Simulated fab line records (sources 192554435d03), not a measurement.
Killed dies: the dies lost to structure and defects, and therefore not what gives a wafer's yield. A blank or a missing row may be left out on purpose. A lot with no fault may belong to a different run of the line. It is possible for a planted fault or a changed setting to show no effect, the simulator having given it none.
fab line records    flow n5Finfet    part 1 of 2: steps 1 to 4 of 6
record lots=23  wafers=69  lastDay=18
route steps=1938 shown MIM_TOP_LITHO@1848 MIM_TOP_ETCH@1852 MIM_BOT_ETCH@1867 TV_LITHO@1883 TV_OPEN@1887
lots untouched by any fault: they come from a run of this same line in which no faults occurred
startH: hours from the record's opening day to when the first of the lot's shown wafers began    waitH: hours from the lot's prior step to this one    " same as the row above    L1.1+2: a row that stands for several wafers    - either no value or no given start    * or withheld: withheld    < > ~ a bound
route shown NAME@n: a module of which the file shows steps, and the number in the route of the first    usual: mean/standard deviation taken from wafers without a fault    same: alike in all rows    chamber/n: place in a boat    sites: readings site by site    _std_site: the standard deviation of these    _edge_site: mean of outer sites minus mean of inner sites    radiusMm: for every site, how far away it sits from the centre of the wafer    mask NAME#n: copy n    behind: tool/chamber where the wafer was last shaped    hold: why the lot went on hold/how many hours it stayed there/how the hold came to an end    device: transistor that didn't switch, given as n, p or np    end of line: tests of these same wafers at the route's end    a step without rows: its recipe alone    killed: the dies lost at the first sort to structure and to defects; this is not the yield of the wafer    map: the dies of a wafer, with x for killed, . for not killed, _ for no die there
set.NAME: the setting as run; set.NAME@STEP: as run at that earlier step    model.NAME: the simulator's own value behind a step, which no gauge read
the route's steps for a sample of lots (tables are steps, rows are wafers)
services: the hour from which a tool's chamber was out of use, counted from the record's first day as startH (under 0 if before that day), plus the number of hours and why
## steps
# step N5_MIM_TOP_LITHO_OVL_MEAS_11
# recipe pointsPerWafer=44
# usual MIM_TOP_OVL=-9/4.9
lot.wafer  tool        chamber  startH  waitH  MIM_TOP_OVL[nm]
L074.3     overlay-01  0        262.37  0.0    -7
L074.5     "           0        "       "      -14
L074.6     "           0        "       "      -17
L075.1     overlay-02  0        273.13  0.0    -7
L075.3     "           0        "       "      -5
L075.5     "           0        "       "      0
L078.4     overlay-01  0        294.37  0.0    -2
L078.5     "           0        "       "      3
L078.6     "           0        "       "      -6
L077.1     overlay-01  0        296.42  0.0    -7
L077.4     "           0        "       "      -9
L077.5     "           0        "       "      -7
L079.4     overlay-02  0        301.01  0.0    -6
L079.5     "           0        "       "      -3
L079.6     "           0        "       "      -2
L080.2     overlay-02  0        303.59  0.0    -4
L080.3     "           0        "       "      -2
L080.6     "           0        "       "      -7
L081.2     overlay-01  0        309.47  0.0    -12
L081.3     "           0        "       "      -4
L081.5     "           0        "       "      -8
L082.2     overlay-02  0        316.17  0.0    -10
L082.3     "           0        "       "      -13
L082.4     "           0        "       "      -19
L083.2     overlay-01  0        330.35  0.0    -8
L083.4     "           0        "       "      -9
L083.6     "           0        "       "      -9
L085.3     overlay-02  0        337.64  0.0    -14
L085.4     "           0        "       "      -10
L085.6     "           0        "       "      -5
L086.1     overlay-02  0        341.47  0.0    -2
L086.5     "           0        "       "      3
L086.6     "           0        "       "      -6
L084.1     overlay-01  0        341.64  0.0    4
L084.2     "           0        "       "      -14
L084.3     "           0        "       "      -9
L087.1     overlay-02  0        363.91  0.0    -9
L087.2     "           0        "       "      -3
L087.3     "           0        "       "      -5
L088.2     overlay-02  0        364.16  0.1    -6
L088.3     "           0        "       "      -17
L088.6     "           0        "       "      -9
L089.1     overlay-02  0        364.29  0.0    -5
L089.2     "           0        "       "      -14
L089.5     "           0        "       "      -7
L090.3     overlay-01  0        381.17  0.0    -3
L090.5     "           0        "       "      -13
L090.6     "           0        "       "      -16
L093.1     overlay-01  0        384.66  0.0    -7
L093.3     "           0        "       "      -11
L093.4     "           0        "       "      -2
L091.1     overlay-01  0        394.38  0.0    -8
L091.3     "           0        "       "      -17
L091.5     "           0        "       "      -14
L092.3     overlay-02  0        396.52  0.0    -5
L092.4     "           0        "       "      -7
L092.5     "           0        "       "      -5
L094.1     overlay-02  0        396.68  0.0    -6
L094.4     "           0        "       "      -14
L094.5     "           0        "       "      -6
L095.2     overlay-01  0        403.65  0.0    -10
L095.5     "           0        "       "      -16
L095.6     "           0        "       "      -13
L096.2     overlay-02  0        408.61  0.0    -9
L096.3     "           0        "       "      -8
L096.5     "           0        "       "      -6
L097.3     overlay-02  0        414.82  0.0    -8
L097.5     "           0        "       "      -8
L097.6     "           0        "       "      -5
# step N5_MIM_TOP_ETCH_STRIP_01
# recipe chemistry=O2  powerW=600  tempC=60  pressureMtorr=30  rfFrequencyHz=6e+07  biasPowerW=0  overashFraction=0.5  o2FlowSccm=225
# usual drypumpMotorCurrentA=5.7/0.54  oesProductAu=0.80/0.063  rfVppV=3.5/1.3  showerheadPlenumPTorr=2.13/0.083  throttleValvePct=16.57/0.24
# same overashFraction=0.5
lot.wafer  tool        chamber  startH  waitH  drypumpMotorCurrentA  oesProductAu  rfHoursCounterH  rfVppV  showerheadPlenumPTorr  throttleValvePct
L074.3     rieDiel-04  1        262.66  0.1    6.1                   0.83          86               4.3     2.20                   16.71
L074.5     "           3        "       "      5.1                   0.76          -                2.9     2.03                   16.25
L074.6     "           2        "       "      6.6                   0.74          -                4.2     2.00                   16.73
L075.1     rieDiel-04  2        273.42  0.1    6.7                   0.75          176              4.9     2.00                   16.75
L075.3     "           1        "       "      6.2                   0.85          90               3.4     2.20                   16.68
L075.5     "           0        "       "      5.3                   0.89          -                2.7     2.20                   16.05
L078.4     rieDiel-05  1        294.78  0.2    6.4                   0.95          8                3.3     2.15                   16.55
L078.5     "           1        "       "      6.4                   0.94          -                3.3     2.15                   16.57
L078.6     "           0        "       "      5.5                   0.72          -                5.9     2.20                   16.62
L077.1     rieDiel-04  1        296.77  0.1    6.2                   0.80          99               3.0     2.20                   16.68
L077.4     "           2        "       "      6.7                   0.73          185              3.2     1.99                   16.74
L077.5     "           1        "       "      6.2                   0.81          -                3.3     2.20                   16.68
L079.4     rieDiel-04  0        301.41  0.2    5.4                   0.85          61               2.1     2.20                   16.05
L079.5     "           3        "       "      5.1                   0.77          -                2.7     2.03                   16.35
L079.6     "           0        "       "      5.3                   0.85          -                4.5     2.20                   16.04
L080.2     rieDiel-04  3        303.96  0.2    5.1                   0.77          118              2.8     2.03                   16.31
L080.3     "           1        "       "      6.2                   0.82          103              3.5     2.20                   16.68
L080.6     "           1        "       "      6.2                   0.79          -                1.7     2.20                   16.69
L081.2     rieDiel-05  2        310.01  0.2    5.1                   0.68          239              3.4     2.14                   16.87
L081.3     "           3        "       "      5.3                   0.81          103              7.2     2.12                   16.51
L081.5     "           3        "       "      5.3                   0.80          -                5.0     2.12                   16.53
L082.2     rieDiel-05  3        316.46  0.1    5.2                   0.79          105              3.2     2.12                   16.56
L082.3     "           1        "       "      6.4                   0.89          16               1.4     2.15                   16.50
L082.4     "           2        "       "      5.2                   0.66          241              4.6     2.14                   16.92
L083.2     rieDiel-04  1        330.76  0.2    6.2                   0.80          111              2.9     2.20                   16.77
L083.4     "           3        "       "      5.1                   0.76          126              2.2     2.02                   16.33
L083.6     "           0        "       "      5.3                   0.84          -                3.4     2.19                   16.01
L085.3     rieDiel-04  0        338.38  0.1    5.3                   0.84          73               3.3     2.19                   16.06
L085.4     "           3        "       "      5.1                   0.76          129              4.7     2.02                   16.35
L085.6     "           1        "       "      6.2                   0.79          -                3.8     2.19                   16.67
L086.1     rieDiel-04  2        341.78  0.1    6.6                   0.72          200              3.9     1.99                   16.75
L086.5     "           0        "       "      5.4                   0.85          -                4.4     2.19                   16.12
L086.6     "           3        "       "      5.1                   0.77          -                2.9     2.02                   16.39
L084.1     rieDiel-05  1        341.92  0.1    6.4                   0.89          22               4.7     2.14                   16.59
L084.2     "           2        "       "      5.1                   0.69          247              1.8     2.14                   16.93
L084.3     "           3        "       "      5.3                   0.80          112              3.1     2.11                   16.54
L087.1     rieDiel-05  3        364.24  0.1    5.2                   0.79          119              2.7     2.11                   16.54
L087.2     "           1        "       "      6.4                   0.87          29               6.8     2.14                   16.57
L087.3     "           0        "       "      5.5                   0.72          226              4.1     2.19                   16.72
L088.2     rieDiel-03  0        364.44  0.1    6.1                   0.84          56               2.8     2.05                   16.64
L088.3     "           2        "       "      5.7                   0.80          104              4.6     2.23                   16.68
L088.6     "           1        "       "      5.3                   0.76          -                0.6     2.22                   16.78
L089.1     rieDiel-04  3        364.59  0.1    5.1                   0.75          136              3.1     2.02                   16.33
L089.2     "           2        "       "      6.7                   0.72          206              3.6     1.98                   16.80
L089.5     "           2        "       "      6.7                   0.73          -                5.6     1.98                   16.81
L090.3     rieDiel-03  0        381.50  0.1    6.1                   0.82          63               2.1     2.05                   16.69
L090.5     "           3        "       "      5.3                   0.91          -                3.6     2.07                   16.54
L090.6     "           2        "       "      5.7                   0.81          -                3.2     2.23                   16.75
L093.1     rieDiel-03  0        385.64  0.2    6.1                   0.83          65               4.4     2.05                   16.68
L093.3     "           2        "       "      5.7                   0.79          113              3.7     2.23                   16.71
L093.4     "           1        "       "      5.3                   0.77          114              2.3     2.22                   16.83
L091.1     rieDiel-05  0        395.12  0.1    5.5                   0.69          238              2.2     2.19                   16.69
L091.3     "           2        "       "      5.2                   0.94          8                3.6     2.14                   16.41
L091.5     "           3        "       "      5.2                   0.77          -                2.7     2.11                   16.57
L092.3     rieDiel-03  0        397.07  0.1    6.1                   0.82          71               4.5     2.05                   16.72
L092.4     "           3        "       "      5.2                   0.90          29               3.0     2.07                   16.55
L092.5     "           2        "       "      5.7                   0.82          -                5.2     2.23                   16.72
L094.1     rieDiel-03  1        397.11  0.1    5.3                   0.76          120              2.2     2.22                   16.76
L094.4     "           0        "       "      6.1                   0.82          71               2.9     2.04                   16.68
L094.5     "           3        "       "      5.2                   0.90          -                2.3     2.07                   16.53
L095.2     rieDiel-04  0        404.31  0.1    5.3                   0.82          89               3.0     2.19                   16.13
L095.5     "           0        "       "      5.3                   0.83          -                4.0     2.19                   16.11
L095.6     "           1        "       "      6.2                   0.80          -                2.6     2.19                   16.72
L096.2     rieDiel-03  3        409.64  0.1    5.3                   0.90          34               3.6     2.06                   16.56
L096.3     "           0        "       "      6.1                   0.82          75               2.4     2.04                   16.70
L096.5     "           1        "       "      5.3                   0.76          -                1.8     2.22                   16.81
L097.3     rieDiel-04  3        415.44  0.4    5.1                   0.75          147              4.7     2.02                   16.43
L097.5     "           1        "       "      6.2                   0.77          -                5.8     2.19                   16.76
L097.6     "           2        "       "      6.7                   0.73          -                4.8     1.98                   16.80
# step N5_MIM_BOT_ETCH_ETCH_03
# recipe chemistry=Cl2/BCl3  targetDepthA=120  pressureMtorr=8  icpW=800  biasW=100  Cl2_flow_sccm=20  bcl3FlowSccm=80
# usual biasW=100.0/0.34  drypumpMotorCurrentA=5.7/0.51  oesProductAu=0.82/0.076  throttleValvePct=27.46/0.27
lot.wafer  tool         chamber  startH  waitH  biasW  drypumpMotorCurrentA  oesProductAu  rfHoursCounterH  throttleValvePct
L074.3     rieMetal-02  0        263.35  0.1    100.5  5.9                   0.91          -                27.52
L074.5     "            1        "       "      99.9   6.4                   0.90          -                27.16
L074.6     "            0        "       "      100.2  5.9                   0.91          -                27.52
L075.1     rieMetal-01  1        274.09  0.1    99.6   6.2                   0.84          18               27.29
L075.3     "            1        "       "      100.4  6.3                   0.84          -                27.30
L075.5     "            0        "       "      100.0  5.0                   0.77          -                27.27
L078.4     rieMetal-03  0        296.32  0.1    99.7   5.4                   0.64          -                28.25
L078.5     "            0        "       "      99.7   5.5                   0.63          -                28.26
L078.6     "            1        "       "      100.4  5.5                   0.85          -                27.52
L077.1     rieMetal-03  1        297.44  0.1    100.2  5.5                   0.85          19               27.52
L077.4     "            0        "       "      100.0  5.5                   0.64          -                28.25
L077.5     "            0        "       "      100.0  5.4                   0.64          -                28.27
L079.4     rieMetal-03  1        302.23  0.1    100.0  5.5                   0.85          -                27.51
L079.5     "            0        "       "      99.7   5.4                   0.63          -                28.25
L079.6     "            1        "       "      99.9   5.5                   0.85          -                27.52
L080.2     rieMetal-01  0        304.62  0.1    100.9  5.0                   0.75          53               27.29
L080.3     "            0        "       "      100.2  5.0                   0.76          -                27.28
L080.6     "            0        "       "      100.0  5.0                   0.76          -                27.30
L081.2     rieMetal-02  0        310.68  0.1    100.3  6.0                   0.89          16               27.53
L081.3     "            0        "       "      100.5  6.0                   0.90          -                27.52
L081.5     "            1        "       "      99.3   6.4                   0.87          -                27.18
L082.2     rieMetal-01  1        317.30  0.1    99.9   6.2                   0.83          23               27.32
L082.3     "            0        "       "      99.7   5.0                   0.75          -                27.30
L082.4     "            1        "       "      99.8   6.2                   0.83          -                27.31
L083.2     rieMetal-01  1        331.61  0.1    100.4  6.2                   0.82          24               27.31
L083.4     "            0        "       "      100.0  5.0                   0.75          -                27.29
L083.6     "            1        "       "      100.2  6.2                   0.83          -                27.30
L085.3     rieMetal-03  0        339.20  0.1    100.1  5.4                   0.98          -                27.82
L085.4     "            1        "       "      100.1  5.5                   0.84          -                27.51
L085.6     "            1        "       "      100.5  5.4                   0.84          -                27.53
L086.1     rieMetal-01  0        342.44  0.1    100.3  5.0                   0.74          57               27.32
L086.5     "            1        "       "      100.0  6.2                   0.81          -                27.30
L086.6     "            0        "       "      100.0  5.0                   0.75          -                27.29
L084.1     rieMetal-03  1        342.71  0.1    99.7   5.5                   0.84          22               27.53
L084.2     "            0        "       "      99.9   5.4                   0.96          1                27.82
L084.3     "            0        "       "      100.8  5.4                   0.97          -                27.81
L087.1     rieMetal-01  0        365.03  0.1    100.1  5.0                   0.75          60               27.32
L087.2     "            1        "       "      100.3  6.2                   0.81          28               27.32
L087.3     "            1        "       "      100.0  6.2                   0.81          -                27.31
L088.2     rieMetal-02  0        365.28  0.1    99.9   6.0                   0.86          19               27.51
L088.3     "            1        "       "      100.3  6.4                   0.85          -                27.18
L088.6     "            0        "       "      99.5   5.9                   0.87          -                27.53
L089.1     rieMetal-03  1        365.39  0.1    99.9   5.5                   0.83          24               27.52
L089.2     "            0        "       "      100.2  5.4                   0.93          3                27.80
L089.5     "            1        "       "      99.8   5.5                   0.83          -                27.52
L090.3     rieMetal-02  0        382.22  0.1    100.4  6.0                   0.86          -                27.52
L090.5     "            1        "       "      100.4  6.4                   0.84          -                27.19
L090.6     "            0        "       "      100.0  6.0                   0.86          -                27.53
L093.1     rieMetal-01  0        386.33  0.1    99.6   5.0                   0.74          62               27.29
L093.3     "            0        "       "      99.7   5.0                   0.74          -                27.31
L093.4     "            1        "       "      100.0  6.3                   0.81          -                27.32
L091.1     rieMetal-03  1        395.85  0.1    100.6  5.4                   0.83          27               27.53
L091.3     "            0        "       "      100.1  5.4                   0.92          -                27.81
L091.5     "            1        "       "      99.7   5.5                   0.83          -                27.53
L092.3     rieMetal-03  1        397.77  0.1    100.3  5.4                   0.83          -                27.53
L092.4     "            0        "       "      100.4  5.4                   0.92          -                27.80
L092.5     "            0        "       "      99.9   5.4                   0.92          -                27.84
L094.1     rieMetal-01  1        397.90  0.1    99.7   6.3                   0.80          30               27.32
L094.4     "            1        "       "      99.2   6.3                   0.81          -                27.33
L094.5     "            1        "       "      99.7   6.3                   0.81          -                27.32
L095.2     rieMetal-02  1        405.14  0.1    100.6  6.4                   0.85          27               27.18
L095.5     "            0        "       "      100.5  6.0                   0.86          -                27.56
L095.6     "            1        "       "      100.1  6.4                   0.85          -                27.17
L096.2     rieMetal-01  1        410.55  0.1    100.7  6.3                   0.81          31               27.32
L096.3     "            1        "       "      100.3  6.3                   0.81          -                27.33
L096.5     "            1        "       "      100.3  6.3                   0.81          -                27.33
L097.3     rieMetal-01  0        416.32  0.1    100.1  5.0                   0.74          -                27.32
L097.5     "            0        "       "      99.8   5.0                   0.73          -                27.30
L097.6     "            1        "       "      99.1   6.3                   0.81          -                27.32
# step N5_PASSIVATION_CD_MEAS_10
# recipe targetCdNm=3000  landingEnergyEv=500  detector=seInlens
# usual cdNm=3000/3.3
lot.wafer  tool      chamber  startH  waitH  cdNm
L074.3     cdSem-01  0        265.13  -      2998
L074.5     "         0        "       "      2997
L074.6     "         0        "       "      2999
L075.1     cdSem-02  0        275.21  -      3005
L075.3     "         0        "       "      3001
L075.5     "         0        "       "      3007
L078.4     cdSem-01  0        298.87  -      2997
L078.5     "         0        "       "      3001
L078.6     "         0        "       "      3004
L077.1     cdSem-02  0        299.04  -      2999
L077.4     "         0        "       "      2997
L077.5     "         0        "       "      2999
L079.4     cdSem-02  0        303.95  -      2999
L079.5     "         0        "       "      3001
L079.6     "         0        "       "      3007
L080.2     cdSem-02  0        305.82  -      2999
L080.3     "         0        "       "      2999
L080.6     "         0        "       "      2999
L081.2     cdSem-01  0        315.84  -      2996
L081.3     "         0        "       "      3000
L081.5     "         0        "       "      2996
L082.2     cdSem-01  0        323.90  -      3001
L082.3     "         0        "       "      3001
L082.4     "         0        "       "      2998
L083.2     cdSem-02  0        335.22  -      3008
L083.4     "         0        "       "      3003
L083.6     "         0        "       "      3000
L085.3     cdSem-01  0        340.31  -      3001
L085.4     "         0        "       "      2996
L085.6     "         0        "       "      3005
L086.1     cdSem-01  0        343.96  -      2999
L086.5     "         0        "       "      3002
L086.6     "         0        "       "      3002
L084.1     cdSem-01  0        344.12  -      3008
L084.2     "         0        "       "      3004
L084.3     "         0        "       "      3009
L087.1     cdSem-02  0        366.28  -      2999
L087.2     "         0        "       "      2999
L087.3     "         0        "       "      2995
L088.2     cdSem-03  0        368.98  -      2998
L088.3     "         0        "       "      2998
L088.6     "         0        "       "      3003
L089.1     cdSem-02  0        369.14  -      2999
L089.2     "         0        "       "      3001
L089.5     "         0        "       "      3000
L090.3     cdSem-03  0        383.32  -      2997
L090.5     "         0        "       "      2998
L090.6     "         0        "       "      2997
L093.1     cdSem-02  0        388.27  -      3009
L093.3     "         0        "       "      3007
L093.4     "         0        "       "      3010
L091.1     cdSem-01  0        397.99  -      2999
L091.3     "         0        "       "      3000
L091.5     "         0        "       "      3000
L094.1     cdSem-02  0        400.55  -      3004
L094.4     "         0        "       "      3003
L094.5     "         0        "       "      3005
L092.3     cdSem-02  0        401.68  -      3006
L092.4     "         0        "       "      2997
L092.5     "         0        "       "      3001
L095.2     cdSem-01  0        408.32  -      3002
L095.5     "         0        "       "      3001
L095.6     "         0        "       "      3000
L096.2     cdSem-01  0        412.21  -      3000
L096.3     "         0        "       "      3003
L096.5     "         0        "       "      3000
L097.3     cdSem-01  0        417.47  -      2993
L097.5     "         0        "       "      2999
L097.6     "         0        "       "      2996
